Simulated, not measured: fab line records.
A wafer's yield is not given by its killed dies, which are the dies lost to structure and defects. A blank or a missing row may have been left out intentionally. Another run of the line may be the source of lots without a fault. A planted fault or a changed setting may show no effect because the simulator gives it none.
Split-lot study ; flow n5 finfet ; 21 wafers read from 7 lots, route of 1938 steps

== ABOUT THE SPLIT ==
At N5_MOL_CONTACT_COAG_COAT_76 (time 60 s, resist thk 10 nm), the setting spin rpm was moved away from the recipe's 1500 rpm on 6 of the 21 wafers read, by -10.3% to +4.3%. For the rest of the wafers, this setting stayed at what the recipe calls for.

== FROM THE SPLIT TO THE READING: what the file shows between them, 7 steps ==
- N5_MOL_CONTACT_COAG_COAT_77: time 60 s, resist thk 10 nm
- N5_MOL_CONTACT_COAG_COAT_78: resist thk 40 nm
- N5_MOL_CONTACT_COAG_DESCUM_88: chemistry O2, time 7 s
- N5_MOL_CONTACT_COAG_ETCH_89: etches underlayer in N2/H2, target depth 13 nm, time 10.4 s
- N5_MOL_CONTACT_COAG_ETCH_90: etches SiARC in CF4, target depth 13 nm, time 21.7 s
- N5_MOL_CONTACT_COAG_ALD_131: deposits SiO2, target thk 5 nm, pulse time 1 s, co reactant pulse time 1 s
- N5_MOL_CONTACT_COAG_ETCHBACK_132: etches SiO2 in CHF3, target depth 10 nm, time 6.7 s

== THE READING ==
SiARC_of_MOL_CONTACT_COAG_COAT_76.thk nm (the simulator's own value, which no gauge read), in nm, at N5_MOL_CONTACT_COAG_ETCH_91 (etches SOC in N2/H2, target depth 60 nm, overetch 21 nm, time 101.2 s). There is no usual value for it anywhere in the file. Average 5.9 nm, standard deviation 0.11 nm, over the 15 wafers here run with the recipe.

wafer;tool, chamber at the split;spin rpm as run, rpm;against the recipe;SiARC_of_MOL_CONTACT_COAG_COAT_76.thk nm, nm;against lot-mates on the recipe
L081.1;litho track-05, 0;1500;recipe;5.8;-
L081.3;litho track-05, 0;1426;-4.9%;6;+0.2
L081.6;litho track-05, 0;1426;-4.9%;6;+0.2
L082.1;litho track-05, 0;1500;recipe;5.8;-
L082.4;litho track-05, 0;1500;recipe;5.8;-
L082.5;litho track-05, 0;1500;recipe;5.6;-
L084.3;litho track-02, 0;1500;recipe;6;-
L084.4;litho track-02, 0;1500;recipe;5.8;-
L084.6;litho track-02, 0;1500;recipe;5.8;-
L085.1;litho track-02, 0;1564;+4.3%;5.8;+0.0
L085.3;litho track-02, 0;1564;+4.3%;5.8;+0.0
L085.5;litho track-02, 0;1500;recipe;5.8;-
L088.4;litho track-02, 0;1500;recipe;6;-
L088.6;litho track-02, 0;1500;recipe;6;-
L088.5;litho track-02, 0;1366;-8.9%;6.4;+0.4
L096.1;litho track-05, 0;1500;recipe;5.8;-
L096.4;litho track-05, 0;1500;recipe;5.8;-
L096.2;litho track-05, 0;1346;-10.3%;6.4;+0.6
L097.1;litho track-05, 0;1500;recipe;5.8;-
L097.4;litho track-05, 0;1500;recipe;6;-
L097.5;litho track-05, 0;1500;recipe;6;-

FIT RESULTS
A straight line over all 21 wafers: SiARC_of_MOL_CONTACT_COAG_COAT_76.thk nm changes by -0.0445 nm for each +1% of spin rpm; r = -0.81; the points scatter about the line by 0.12 nm.
The same after taking each lot's own level away (the mean of its wafers on the recipe; 21 wafers): -0.0413 nm for each +1%; r = -0.85; scatter 0.092 nm.
That fit puts the effect of the largest move of spin rpm on the reading at 0.42 nm.
Across the lots, their own levels run from 5.73 to 6.00 nm, a range of 2.3 times the standard deviation given above.
So the lot-to-lot level changes the slope little: the two slopes agree.
Check: with one of the wafers moved furthest among these (-10.3%) left out of the fit, the line predicts +0.354 nm for it against its lot-mates. It came out at +0.6 nm against them.

== THE OTHER SPLITS THESE WAFERS WENT THROUGH ==
Before the reading, these wafers also passed through other splits. Each is held against what the fit with the lots' levels taken away leaves over:
other split on the same wafers;wafers away from the commonest value;r with SiARC_of_MOL_CONTACT_COAG_COAT_76.thk nm (lot level and that fit taken away)
N5_GATE_CUT_ALD_22 ald cycles;6;-0.39
N5_MOL_CONTACT_COAG_PECVD_31 temp c;7;-0.33

== THE WHOLE CHAIN: every reading that the file lists as answering this split, in the file's order ==
step;what it does;reading;change (the file's fit);r (the file's)
N5_MOL_CONTACT_COAG_COAT_76;time 60 s, resist thk 10 nm;SiARC_of_MOL_CONTACT_COAG_COAT_76.thk nm (the simulator's own value, which no gauge read);-0.0587 nm for each +1% of the setting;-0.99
N5_MOL_CONTACT_COAG_ETCH_90;etches SiARC in CF4, target depth 13 nm, time 21.7 s;etch.depth nm (the simulator's own value, which no gauge read);-0.0543 nm for each +1% of the setting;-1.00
N5_MOL_CONTACT_COAG_ETCH_91;etches SOC in N2/H2, target depth 60 nm, overetch 21 nm, time 101.2 s;SiARC_of_MOL_CONTACT_COAG_COAT_76.thk nm (the simulator's own value, which no gauge read);-0.0471 nm for each +1% of the setting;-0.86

== THE FILE'S OWN FIT ==
SiARC_of_MOL_CONTACT_COAG_COAT_76.thk nm changes by -0.0471 nm for each +1% of spin rpm, r = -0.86.
